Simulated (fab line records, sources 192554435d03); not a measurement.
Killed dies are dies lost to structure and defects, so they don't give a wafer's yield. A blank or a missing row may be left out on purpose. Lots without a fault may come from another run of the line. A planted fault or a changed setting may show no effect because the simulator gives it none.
fab line records | flow n5_finfet
record lots=7 wafers=21
route steps=1938 shown SD_EPI_P@312 SD_ACTIVATION@330 HKMG_FIN@402 GATE_CUT@480 MOL_CONTACT_COAG@559 BEOL_M0@715 BEOL_M1@751
start_h: hours from the record's first day to the start of the lot's first wafer shown | wait_h: hours since the lot's step before | " the same as in the row above | L1.1+2: a row that stands for several wafers | - no value, or no start given | * or withheld: withheld | < > ~ a bound
route shown NAME@n: a module of which the file shows steps, and the number in the route of the first | usual: mean/standard deviation of fault-free wafers | same: alike in all rows | chamber/n: place in a boat | sites: the reading at each site | _std_site: their standard deviation | _edge_site: outer sites' mean less inner sites' | radius_mm: how far each site lies from the wafer's centre | mask NAME#n: copy n | behind: the tool/chamber that last shaped the wafer | hold: why the lot was held/for how many hours/how that ended | device: the transistor (n, p or np) that didn't switch | end of line: the same wafers' tests at the end of the route | a step without rows: its recipe alone | killed: dies lost to structure and defects at the first sort, not the wafer's yield | map: a wafer's dies, x killed, . not, _ none there
set.NAME: the setting as run; set.NAME@STEP: as run at that earlier step | model.NAME: the simulator's own value behind a step, which no gauge read
lots whose settings were changed on purpose; a table a step, a row a wafer
## steps
# step N5_SD_EPI_P_ETCH_16
# recipe chemistry=CHF3/O2 target=SiO2 target_depth_a=50 mask_material=SOC pressure_mtorr=30 source_w=650 bias_w=170 Ar_flow_sccm=200 CHF3_flow_sccm=50 O2_flow_sccm=5 ion_energy_ev=200
# columns lot.wafer tool chamber start_h wait_h set.target_depth_a model.etch.depth_nm
L075.1 rie_diel-03 3 66.21 0.1 50 4.983
L075.5 " 1 " " 50 5.092
L075.6 " 0 " " 50 4.967
L077.3 rie_diel-03 3 79.69 0.1 50 5.082
L077.5 " 0 " " 50 5.015
L077.6 " 3 " " 55.74 5.666
L080.1+5 rie_diel-01 1 89.96 0.1 50 4.976
L080.6 " 0 " " 50 4.902
L084.2 rie_diel-03 2 116.66 0.1 46.43 4.623
L084.3 " 1 " " 50 5.03
L084.5 " 2 " " 46.43 4.57
L085.1 rie_diel-03 2 126.11 0.1 50 5.04
L085.2 " 0 " " 50 5.039
L085.6 " 2 " " 45.63 4.571
L089.3 rie_diel-01 1 145.15 0.1 45.14 4.348
L089.5 " 2 " " 50 4.934
L089.6 " 0 " " 50 4.892
L097.1 rie_diel-03 0 192.39 0.1 50 5.031
L097.2 " 2 " " 50 5.008
L097.6 " 1 " " 50 5.091
# step N5_SD_EPI_P_EPI_21
# recipe material=SiGe:B dopant=B temp_c=550 pressure_torr=20 ambient=H2 time_s=355
# columns lot.wafer tool chamber start_h wait_h set.temp_c model.SiGe-B_of_SD_EPI_P_EPI_21.thk_nm
L075.1 epi_rpcvd-03 0 66.95 0.1 552.8 63.8
L075.5 " 0 68.39 1.5 552.8 64.6
L075.6 " 0 " " 550 60
L077.3 epi_rpcvd-01 0 81.14 0.8 550 60.4
L077.5 " 0 " " 550 60
L077.6 " 0 " " 550 59.4
L080.1 epi_rpcvd-01 0 90.69 0.1 550 62.2
L080.5 " 0 92.13 1.5 550 61
L080.6 " 0 " " 550 61.4
L084.2+5 epi_rpcvd-04 0 117.76 0.5 550 60.2
L084.3 " 0 " " 550 60.8
L085.1 epi_rpcvd-01 0 126.97 0.2 550 60.8
L085.2 " 0 " " 550 61.2
L085.6 " 0 129.37 2.4 550 60.2
L089.3 epi_rpcvd-04 0 146.96 1.1 549 60
L089.5 " 0 " " 550 61.2
L089.6 " 0 " " 549 60.2
L097.1 epi_rpcvd-04 0 193.12 0.1 551.8 64.4
L097.2 " 0 " " 551.8 64
L097.6 " 0 194.92 1.8 551.8 64.8
# step N5_SD_EPI_P_HM_STRIP_48
# recipe chemistry=H3PO4 temp_c=160 material=SiNx target=SiNx target_depth_a=30 overetch_fraction=0.3
# columns lot.wafer tool chamber start_h wait_h set.temp_c@SD_EPI_P_EPI_21 model.SiGe-B_of_SD_EPI_P_EPI_21.thk_nm
L075.1 wet_bench-03 7 69.18 0.0 552.8 63.4
L075.5 " 2 " " 552.8 64.2
L075.6 " 5 " " 550 59.8
L077.3 wet_bench-01 1 82.65 0.0 550 60.2
L077.5 " 7 " " 550 59.6
L077.6 " 6 " " 550 59.2
L080.1 wet_bench-01 3 92.93 0.0 550 62
L080.5 " 1 " " 550 60.8
L080.6 " 0 " " 550 61
L084.2+5 wet_bench-03 1,5 119.63 0.0 550 60
L084.3 " 6 " " 550 60.6
L085.1 wet_bench-03 0 129.92 0.0 550 60.6
L085.2 " 7 " " 550 61
L085.6 " 1 " " 550 60
L089.3 wet_bench-01 7 148.96 0.0 549 59.8
L089.5 " 5 " " 550 60.8
L089.6 " 3 " " 549 60
L097.1 wet_bench-03 3 195.36 0.0 551.8 64.2
L097.2 " 4 " " 551.8 63.6
L097.6 " 2 " " 551.8 64.4
# step N5_SD_EPI_P_SRD_49
# recipe dry=ipa_marangoni time_s=30 temp_c=23 rinse_liquid=diw
# step N5_SD_EPI_P_PRECLEAN_24
# recipe chemistry=O3/DIW time_s=45 temp_c=22 o3_ppm=10
# step N5_SD_ACTIVATION_RTA_00
# recipe temp_c=975 time_s=0 ambient=N2 idle_temp_c=600 ramp_up_c_per_s=150 ramp_down_c_per_s=60 cool_to_c=600
# step N5_SD_ACTIVATION_LSA_01
# recipe temp_c=1080 time_s=0.0008 ambient=N2
# step N5_SD_ACTIVATION_RS_MEAS_03
# recipe thk_meas_gauge=four-point-probe
# usual RS_SD_N=21.9/0.33 RS_SD_P=56.1/0.91
# columns lot.wafer tool chamber start_h wait_h set.temp_c@SD_EPI_P_EPI_21 RS_SD_N[ohm/sq] RS_SD_P[ohm/sq]
L075.1 film_metro-01 - 69.76 0.2 552.8 22.1 53.6
L075.5 " - " " 552.8 21.9 53.3
L075.6 " - " " 550 21.8 57.9
L077.3 film_metro-01 - 83.27 0.2 550 21.6 56.9
L077.5 " - " " 550 21.4 57.5
L077.6 " - " " 550 21.6 57.9
L080.1 film_metro-02 - 93.49 0.2 550 22.1 55.7
L080.5 " - " " 550 22.1 56.3
L080.6 " - " " 550 21.8 56.3
L084.2 film_metro-02 - 120.42 0.2 550 22.1 56.8
L084.3 " - " " 550 22.0 55.5
L084.5 " - " " 550 21.9 56.0
L085.1 film_metro-02 - 130.49 0.2 550 21.5 55.9
L085.2 " - " " 550 21.8 55.7
L085.6 " - " " 550 21.1 56.3
L089.3 film_metro-02 - 149.56 0.2 549 22.0 56.2
L089.5 " - " " 550 22.1 54.6
L089.6 " - " " 549 21.9 56.2
L097.1 film_metro-02 - 195.93 0.2 551.8 22.0 52.8
L097.2 " - " " 551.8 22.0 53.7
L097.6 " - " " 551.8 22.0 52.8
# step N5_HKMG_FIN_ETCH_54
# recipe chemistry=CF4 target=SiARC target_depth_a=455 mask_material=CAR-ArF time_s=75.8 ion_energy_ev=80 pressure_mtorr=40 source_w=545 bias_w=36 Ar_flow_sccm=100 cf4_flow_sccm=100 ends=cleared
# usual rf_vpp_V=184.4/1.1
# columns lot.wafer tool chamber start_h wait_h set.source_w rf_vpp_V
L075.1 rie_diel-05 1 82.74 0.0 545 184.4
L075.5 " 2 " " 545 183.0
L075.6 " 3 " " 517.4 187.5
L077.3 rie_diel-02 1 98.26 0.0 478.7 190.4
L077.5 " 0 " " 478.7 194.8
L077.6 " 1 " " 545 185.9
L080.1 rie_diel-06 1 106.62 0.0 545 184.8
L080.5 " 3 " " 545 183.2
L080.6 " 0 " " 545 185.6
L084.2 rie_diel-05 0 134.53 0.0 545 182.9
L084.3 " 2 " " 545 183.5
L084.5 " 3 " " 545 183.6
L085.1 rie_diel-02 2 144.97 0.0 545 184.6
L085.2 " 0 " " 545 186.1
L085.6 " 1 " " 514.2 189.2
L089.3 rie_diel-02 2 162.23 0.0 545 185.4
L089.5 " 0 " " 518.9 187.7
L089.6 " 1 " " 545 185.8
L097.1 rie_diel-02 3 210.63 0.0 599.8 178.1
L097.2 " 2 " " 545 185.2
L097.6 " 1 " " 545 184.1
# step N5_HKMG_FIN_ETCH_55
# recipe chemistry=N2/H2 target=SOC target_depth_a=2400 temp_c=40 time_s=300 ion_energy_ev=200 mask_material=SiARC pressure_mtorr=30 source_w=840 bias_w=150 n2_flow_sccm=200 h2_flow_sccm=200
# columns lot.wafer tool chamber start_h wait_h set.time_s model.HKMG_FIN.feature_depth_nm model.etch.depth_nm model.SiARC_of_HKMG_FIN_COAT_42.thk_nm
L075.1 rie_diel-05 1 82.79 0.0 326.6 235.2 235.2 22
L075.5 " 2 " " 300 226.6 226.6 22.8
L075.6 " 3 " " 326.6 256.6 256.6 20.4
L077.3 rie_diel-02 1 98.32 0.0 248.7 196.6 196.7 23.6
L077.5 " 0 " " 300 236 236 21.2
L077.6 " 1 " " 300 237 237.1 21.4
L080.1 rie_diel-06 1 106.67 0.0 300 249.4 249.5 20.8
L080.5 " 3 " " 300 235.6 235.6 21.4
L080.6 " 0 " " 300 232.2 232.1 22.2
L084.2 rie_diel-05 0 134.58 0.0 254.1 203.8 203.9 23.8
L084.3 " 2 " " 300 232.2 232.1 22.4
L084.5 " 3 " " 300 243.2 243.1 21
L085.1 rie_diel-02 2 145.03 0.0 252.4 206 206 23.2
L085.2 " 0 " " 300 233 233 21.4
L085.6 " 1 " " 252.4 199.4 199.4 23.6
L089.3 rie_diel-02 2 162.28 0.0 253.8 206.6 206.6 23.4
L089.5 " 0 " " 253.8 198.4 198.4 23.4
L089.6 " 1 " " 300 238.8 238.9 21.2
L097.1 rie_diel-02 3 210.69 0.0 300 246.2 246.1 21.6
L097.2 " 2 " " 300 242.2 242.2 21.2
L097.6 " 1 " " 300 237 237.1 21.2
# step N5_GATE_CUT_COAT_27
# recipe resist=underlayer temp_c=205 time_s=60 spin_rpm=1500 resist_thk_nm=10
# columns lot.wafer tool chamber start_h wait_h set.spin_rpm model.underlayer_of_GATE_CUT_COAT_27.thk_nm
L075.1+6 litho_track-02 0 - - 1500 10
L075.5 " 0 " " 1346 10.6
L077.3+5+6 litho_track-02 0 - - 1654 9.6
L080.1+5+6 litho_track-02 0 - - 1500 10
L084.2 litho_track-01 0 - - 1424 10.2
L084.3+5 " 0 " " 1500 10
L085.1+2 litho_track-05 0 - - 1500 10
L085.6 " 0 " " 1625 9.6
L089.3+5+6 litho_track-01 0 - - 1500 10
L097.1+2+6 litho_track-01 0 - - 1500 10
# step N5_GATE_CUT_DESCUM_18
# recipe chemistry=O2 time_s=7 source_power_w=50 bias_power_w=20 pressure_mtorr=20 rf_frequency_hz=2.712e+07 temp_c=40 resist=CAR-EUV o2_flow_sccm=225
# columns lot.wafer tool chamber start_h wait_h set.time_s model.CAR-EUV_of_GATE_CUT_COAT_07.thk_nm
L075.1 rie_diel-01 0 94.39 0.0 7.468 26
L075.5 " 2 " " 7 26.4
L075.6 " 3 " " 7 26.2
L077.3 rie_diel-04 0 109.95 0.2 8.451 25.4
L077.5 " 1 " " 7 26.2
L077.6 " 0 " " 8.451 25.2
L080.1+6 rie_diel-01 3 118.37 0.0 7 26
L080.5 " 1 " " 7 26.2
L084.2+3 rie_diel-03 1,0 146.96 0.0 7 26
L084.5 " 0 " " 5.828 26.6
L085.1+2+6 rie_diel-01 3,2,3 156.62 0.0 7 26
L089.3 rie_diel-03 3 175.09 0.0 6.004 26.6
L089.5+6 " 3,0 " " 7 26
L097.1 rie_diel-01 2 222.25 0.0 8.366 25.6
L097.2 " 1 " " 7 26.4
L097.6 " 2 " " 7 26.2
# step N5_GATE_CUT_ETCH_28
# recipe chemistry=N2/H2 target=underlayer target_depth_a=130 mask_material=CAR-EUV time_s=10.4 ion_energy_ev=200 pressure_mtorr=30 source_w=840 bias_w=150 n2_flow_sccm=200 h2_flow_sccm=200 ends=cleared
# columns lot.wafer tool chamber start_h wait_h set.spin_rpm@GATE_CUT_COAT_27 set.time_s@GATE_CUT_DESCUM_18 model.etch.depth_nm model.CAR-EUV_of_GATE_CUT_COAT_07.thk_nm
L075.1 rie_diel-01 0 94.43 0.0 1500 7.468 10.07 14.4
L075.5 " 2 " " 1346 7 10.6 14.4
L075.6 " 3 " " 1500 7 10.09 14.6
L077.3 rie_diel-04 0 109.99 0.0 1654 8.451 9.549 14.4
L077.5 " 1 " " 1654 7 9.57 15.4
L077.6 " 0 " " 1654 8.451 9.559 14.4
L080.1 rie_diel-01 3 118.41 0.0 1500 7 10.03 14.6
L080.5 " 1 " " 1500 7 10.06 14.8
L080.6 " 3 " " 1500 7 10.06 14.4
L084.2 rie_diel-03 1 146.99 0.0 1424 7 10.24 14.4
L084.3 " 0 " " 1500 7 9.99 14.6
L084.5 " 0 " " 1500 5.828 10.02 15
L085.1 rie_diel-01 3 156.65 0.0 1500 7 10.01 14.4
L085.2 " 2 " " 1500 7 10.02 14.8
L085.6 " 3 " " 1625 7 9.62 14.8
L089.3 rie_diel-03 3 175.12 0.0 1500 6.004 9.987 15.2
L089.5 " 3 " " 1500 7 9.98 14.6
L089.6 " 0 " " 1500 7 9.999 14.6
L097.1 rie_diel-01 2 222.28 0.0 1500 8.366 10.02 14.4
L097.2+6 " 1,2 " " 1500 7 10.04 15
# step N5_MOL_CONTACT_COAG_ALD_27
# recipe material=SiOC target_thk_a=170 temp_c=400 ald_precursor_family=carbosiloxane ald_co_reactant=H2-plasma pulse_time_s=1.5 time_s=2720 purge_time_s=2 co_reactant_purge_time_s=2 ald_cycles=340 pressure_torr=2
# columns lot.wafer tool chamber start_h wait_h set.ald_cycles model.SiOC_of_MOL_CONTACT_COAG_ALD_27.thk_nm
L075.1 ald_sin-01 2 104.16 0.0 340 16.8
L075.5 " 2 " " 381 19
L075.6 " 3 " " 340 17
L077.3 ald_sin-03 2 123.78 0.1 368 18.4
L077.5+6 " 0,3 " " 340 17
L080.1 ald_sin-03 2 130.52 0.0 340 16.8
L080.5+6 " 1,0 " " 340 17.2
L084.2+5 ald_sin-02 1 160.65 0.0 340 17.2
L084.3 " 3 " " 340 17
L085.1+6 ald_sin-02 2 170.34 0.0 340 17.2
L085.2 " 3 " " 340 17
L089.3+5 ald_sin-03 0,1 186.63 0.3 365 18.4
L089.6 " 0 " " 340 17.2
L097.1 ald_sin-02 1 234.88 0.0 340 17.2
L097.2+6 " 2,3 " " 340 17
# step N5_MOL_CONTACT_COAG_ETCHBACK_136
# recipe chemistry=CHF3 target=SiO2 target_depth_a=250 time_s=16.7 ion_energy_ev=200 pressure_mtorr=30 source_w=610 bias_w=170 Ar_flow_sccm=200 CHF3_flow_sccm=50
# columns lot.wafer tool chamber start_h wait_h set.target_depth_a
L075.1+5+6 rie_diel-02 2,2,1 109.45 0.0 250
L077.3+5+6 rie_diel-05 2,3,2 129.23 0.0 250
L080.1+5+6 rie_diel-02 2,0,1 135.70 0.0 250
L084.2+3+5 rie_diel-05 3,0,3 165.73 0.0 250
L085.1+2 rie_diel-02 1,0 175.31 0.0 250
L085.6 " 3 " " 271.8
L089.3 rie_diel-05 3 192.53 0.0 270.5
L089.5+6 " 3,2 " " 250
L097.1 rie_diel-05 1 240.75 0.0 272.6
L097.2+6 " 0 " " 250
# step N5_MOL_CONTACT_COAG_STRIP_120
# recipe chemistry=CHF3 resist=SiARC rf_frequency_hz=6e+07
# step N5_MOL_CONTACT_COAG_VIA_ETCH_117
# recipe chemistry=C4F6/O2 target_depth_a=400 overetch_a=80 mask_material=SOC target=SiO2 bias_w=455 pressure_mtorr=10 time_s=26 source_w=325 Ar_flow_sccm=300 C4F6_flow_sccm=10 O2_flow_sccm=10 ion_energy_ev=575.3 ends=end_point
# columns lot.wafer tool chamber start_h wait_h set.target_depth_a@MOL_CONTACT_COAG_ETCHBACK_136 model.etch.depth_nm model.MOL_CONTACT_COAG.feature_depth_nm
L075.1 rie_diel-02 2 109.48 0.0 250 39.71 39.8
L075.5 " 2 " " 250 39.64 39.6
L075.6 " 1 " " 250 39.54 39.6
L077.3 rie_diel-05 2 129.27 0.0 250 40.53 40.6
L077.5 " 3 " " 250 40.12 40.2
L077.6 " 2 " " 250 40.65 40.6
L080.1 rie_diel-02 2 135.73 0.0 250 39.7 39.8
L080.5 " 0 " " 250 40.5 40.6
L080.6 " 1 " " 250 40.11 40.2
L084.2 rie_diel-05 3 165.76 0.0 250 40.23 40.2
L084.3 " 0 " " 250 40.08 40
L084.5 " 3 " " 250 40.24 40.2
L085.1 rie_diel-02 1 175.34 0.0 250 40.26 40.2
L085.2 " 0 " " 250 40.56 40.6
L085.6 " 3 " " 271.8 38.97 39
L089.3 rie_diel-05 3 192.56 0.0 270.5 37.89 37.8
L089.5 " 3 " " 250 39.79 39.8
L089.6 " 2 " " 250 40.37 40.4
L097.1 rie_diel-05 1 240.80 0.0 272.6 39.13 39.2
L097.2 " 0 " " 250 40.1 40.2
L097.6 " 0 " " 250 40.05 40
# step N5_MOL_CONTACT_COAG_CVD_140
# recipe material=W target_thk_a=665 mode=selective_fill temp_c=300 time_s=215
# columns lot.wafer tool chamber start_h wait_h set.target_thk_a model.W_of_MOL_CONTACT_COAG_CVD_140.thk_nm
L075.1 cvd_w-01 0 109.96 0.1 704 70.4
L075.5 " 0 " " 704 70.6
L075.6 " 1 " " 665 66.8
L077.3 cvd_w-01 1 129.83 0.1 665 65.6
L077.5 " 1 " " 727.5 72.8
L077.6 " 0 " " 727.5 73.2
L080.1+6 cvd_w-02 0 136.21 0.1 665 66.8
L080.5 " 1 " " 665 67.4
L084.2 cvd_w-01 0 166.24 0.1 665 66.4
L084.3 " 0 " " 615.1 61.6
L084.5 " 1 " " 665 67
L085.1 cvd_w-02 1 175.83 0.1 633.7 64.2
L085.2+6 " 0,1 " " 665 67
L089.3 cvd_w-01 1 193.13 0.1 665 67.4
L089.5 " 0 " " 699 70.4
L089.6 " 1 " " 699 70.6
L097.1+6 cvd_w-02 1,0 241.41 0.1 665 67
L097.2 " 0 " " 697.4 69.8
# step N5_BEOL_M0_ETCH_138
# recipe chemistry=CH3F/O2 target_depth_a=120 target=SiCN time_s=31.6 ion_energy_ev=120 pressure_mtorr=30 source_w=395 bias_w=75 Ar_flow_sccm=150 CH3F_flow_sccm=30 O2_flow_sccm=20 ends=cleared
# usual rf_vpp_V=297.6/1.3
# columns lot.wafer tool chamber start_h wait_h set.source_w rf_vpp_V
L075.1 rie_diel-02 3 126.04 0.0 395 298.0
L075.5 " 0 " " 448.2 286.4
L075.6 " 1 " " 395 299.4
L077.3 rie_diel-02 2 144.74 0.0 395 298.8
L077.5 " 2 " " 395 298.6
L077.6 " 3 " " 367.4 306.8
L080.1 rie_diel-06 1 149.71 0.0 395 297.0
L080.5 " 3 " " 395 296.6
L080.6 " 0 " " 395 298.0
L084.2 rie_diel-06 3 179.50 0.0 353 305.3
L084.3 " 3 " " 395 295.1
L084.5 " 1 " " 395 298.3
L085.1 rie_diel-06 0 188.54 0.0 395 298.3
L085.2 " 3 " " 395 296.5
L085.6 " 1 " " 395 298.4
L089.3 rie_diel-05 2 206.69 0.0 395 297.4
L089.5 " 3 " " 395 297.1
L089.6 " 2 " " 341.3 312.3
L097.1 rie_diel-06 0 254.13 0.0 395 297.8
L097.2 " 3 " " 395 297.1
L097.6 " 3 " " 395 296.8
# step N5_BEOL_M0_ETCH_109
# recipe chemistry=CH3F/O2 target_depth_a=80 overetch_a=24 target=SiCN time_s=27.4 ion_energy_ev=120 pressure_mtorr=30 source_w=395 bias_w=75 Ar_flow_sccm=150 CH3F_flow_sccm=30 O2_flow_sccm=20
# usual rf_vpp_V=297.8/1.2
# columns lot.wafer tool chamber start_h wait_h set.bias_w rf_vpp_V
L075.1 rie_diel-05 1 129.70 0.0 75 297.5
L075.5 " 0 " " 63.98 268.0
L075.6 " 3 " " 63.98 270.8
L077.3 rie_diel-06 3 150.12 0.0 78.38 305.9
L077.5 " 0 " " 78.38 307.2
L077.6 " 1 " " 75 298.4
L080.1 rie_diel-06 1 156.37 0.0 75 297.5
L080.5 " 3 " " 75 296.0
L080.6 " 1 " " 75 296.8
L084.2 rie_diel-06 3 181.18 0.0 75 296.9
L084.3 " 1 " " 75 296.8
L084.5 " 3 " " 75 296.4
L085.1 rie_diel-02 2 190.91 0.0 75 299.2
L085.2 " 1 " " 75 298.9
L085.6 " 1 " " 75 296.2
L089.3 rie_diel-05 0 208.51 0.0 75 295.1
L089.5 " 2 " " 82.75 316.7
L089.6 " 3 " " 82.75 316.9
L097.1 rie_diel-02 3 255.16 0.1 75 298.5
L097.2 " 1 " " 75 297.3
L097.6 " 1 " " 75 296.6
# step N5_BEOL_M1_ILD_DEP_00
# recipe material=SiOC target_thk_a=790 temp_c=350 precursor=DEMS/O2 pressure_torr=5 rf_w=500 time_s=15.3
# columns lot.wafer tool chamber start_h wait_h set.time_s model.SiOC_of_BEOL_M1_ILD_DEP_00.thk_nm
L075.1 pecvd-03 0 133.37 0.0 15.3 78.4
L075.5 " 0 " " 15.3 79.4
L075.6 " 1 " " 15.3 76.8
L077.3 pecvd-02 2 152.96 0.0 15.3 77.4
L077.5 " 1 " " 15.3 79
L077.6 " 2 " " 16.95 87.6
L080.1+5 pecvd-03 0,1 159.06 0.0 15.3 79.4
L080.6 " 0 " " 15.3 79.6
L084.2 pecvd-03 2 184.41 0.0 15.93 82.4
L084.3 " 1 " " 15.3 79.4
L084.5 " 1 " " 15.3 80
L085.1+6 pecvd-03 0,2 193.30 0.0 15.3 79.2
L085.2 " 2 " " 15.3 78.4
L089.3 pecvd-04 0 212.96 0.0 14.69 75.4
L089.5 " 2 " " 15.3 77.8
L089.6 " 1 " " 14.69 78.8
L097.1 pecvd-04 1 260.54 0.0 15.3 80.2
L097.2 " 2 " " 15.3 78.2
L097.6 " 0 " " 15.3 80
# step N5_BEOL_M1_THK_MEAS_01
# recipe reads=SiOC_of_BEOL_M1_ILD_DEP_00
# usual M1_ILD_THK=79.0/1.3
# columns lot.wafer tool chamber start_h wait_h set.time_s@BEOL_M1_ILD_DEP_00 M1_ILD_THK[nm]
L075.1 film_metro-01 - 133.45 0.1 15.3 78.4
L075.5 " - " " 15.3 79.3
L075.6 " - " " 15.3 76.9
L077.3 film_metro-01 - 153.02 0.1 15.3 77.2
L077.5 " - " " 15.3 78.9
L077.6 " - " " 16.95 87.7
L080.1 film_metro-01 - 159.13 0.0 15.3 79.5
L080.5 " - " " 15.3 79.4
L080.6 " - " " 15.3 79.6
L084.2 film_metro-01 - 184.50 0.1 15.93 82.6
L084.3 " - " " 15.3 79.4
L084.5 " - " " 15.3 80.0
L085.1 film_metro-01 - 193.36 0.0 15.3 79.2
L085.2 " - " " 15.3 78.4
L085.6 " - " " 15.3 79.3
L089.3 film_metro-02 - 213.02 0.1 14.69 75.4
L089.5 " - " " 15.3 77.8
L089.6 " - " " 14.69 78.7
L097.1 film_metro-02 - 260.61 0.0 15.3 80.2
L097.2 " - " " 15.3 78.1
L097.6 " - " " 15.3 80.0
## key
split step=N5_SD_EPI_P_ETCH_16 setting=target_depth_a stated=50 by=wafer
response step=N5_SD_EPI_P_ETCH_16 reading=model.etch.depth_nm change=+0.0559 per=1% r=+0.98
split step=N5_SD_EPI_P_EPI_21 setting=temp_c stated=550 by=wafer
response step=N5_SD_EPI_P_EPI_21 reading=model.SiGe-B_of_SD_EPI_P_EPI_21.thk_nm change=+8 per=1% r=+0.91
response step=N5_SD_EPI_P_HM_STRIP_48 reading=model.SiGe-B_of_SD_EPI_P_EPI_21.thk_nm change=+7.53 per=1% r=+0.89
response step=N5_SD_ACTIVATION_RS_MEAS_03 reading=RS_SD_P change=-8.7 per=1% r=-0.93
split step=N5_HKMG_FIN_ETCH_54 setting=source_w stated=545 by=wafer
response step=N5_HKMG_FIN_ETCH_54 reading=rf_vpp_V change=-0.601 per=1% r=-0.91
split step=N5_HKMG_FIN_ETCH_55 setting=time_s stated=300 by=wafer
response step=N5_HKMG_FIN_ETCH_55 reading=model.HKMG_FIN.feature_depth_nm change=+2.2 per=1% r=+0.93
response step=N5_HKMG_FIN_ETCH_55 reading=model.etch.depth_nm change=+2.2 per=1% r=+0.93
response step=N5_HKMG_FIN_ETCH_55 reading=model.SiARC_of_HKMG_FIN_COAT_42.thk_nm change=-0.138 per=1% r=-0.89
split step=N5_GATE_CUT_COAT_27 setting=spin_rpm stated=1500 by=wafer
response step=N5_GATE_CUT_COAT_27 reading=model.underlayer_of_GATE_CUT_COAT_27.thk_nm change=-0.0524 per=1% r=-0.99
response step=N5_GATE_CUT_ETCH_28 reading=model.etch.depth_nm change=-0.0485 per=1% r=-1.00
split step=N5_GATE_CUT_DESCUM_18 setting=time_s stated=7 by=wafer
response step=N5_GATE_CUT_DESCUM_18 reading=model.CAR-EUV_of_GATE_CUT_COAT_07.thk_nm change=-0.0395 per=1% r=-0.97
response step=N5_GATE_CUT_ETCH_28 reading=model.CAR-EUV_of_GATE_CUT_COAT_07.thk_nm change=-0.0374 per=1% r=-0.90
split step=N5_MOL_CONTACT_COAG_ALD_27 setting=ald_cycles stated=340 by=wafer
response step=N5_MOL_CONTACT_COAG_ALD_27 reading=model.SiOC_of_MOL_CONTACT_COAG_ALD_27.thk_nm change=+0.171 per=1% r=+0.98
split step=N5_MOL_CONTACT_COAG_ETCHBACK_136 setting=target_depth_a stated=250 by=wafer
response step=N5_MOL_CONTACT_COAG_VIA_ETCH_117 reading=model.etch.depth_nm change=-0.174 per=1% r=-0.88
response step=N5_MOL_CONTACT_COAG_VIA_ETCH_117 reading=model.MOL_CONTACT_COAG.feature_depth_nm change=-0.174 per=1% r=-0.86
split step=N5_MOL_CONTACT_COAG_CVD_140 setting=target_thk_a stated=665 by=wafer
response step=N5_MOL_CONTACT_COAG_CVD_140 reading=model.W_of_MOL_CONTACT_COAG_CVD_140.thk_nm change=+0.686 per=1% r=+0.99
split step=N5_BEOL_M0_ETCH_138 setting=source_w stated=395 by=wafer
response step=N5_BEOL_M0_ETCH_138 reading=rf_vpp_V change=-0.983 per=1% r=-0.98
split step=N5_BEOL_M0_ETCH_109 setting=bias_w stated=75 by=wafer
response step=N5_BEOL_M0_ETCH_109 reading=rf_vpp_V change=+1.97 per=1% r=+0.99
split step=N5_BEOL_M1_ILD_DEP_00 setting=time_s stated=15.3 by=wafer
response step=N5_BEOL_M1_ILD_DEP_00 reading=model.SiOC_of_BEOL_M1_ILD_DEP_00.thk_nm change=+0.773 per=1% r=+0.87
response step=N5_BEOL_M1_THK_MEAS_01 reading=M1_ILD_THK change=+0.799 per=1% r=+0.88
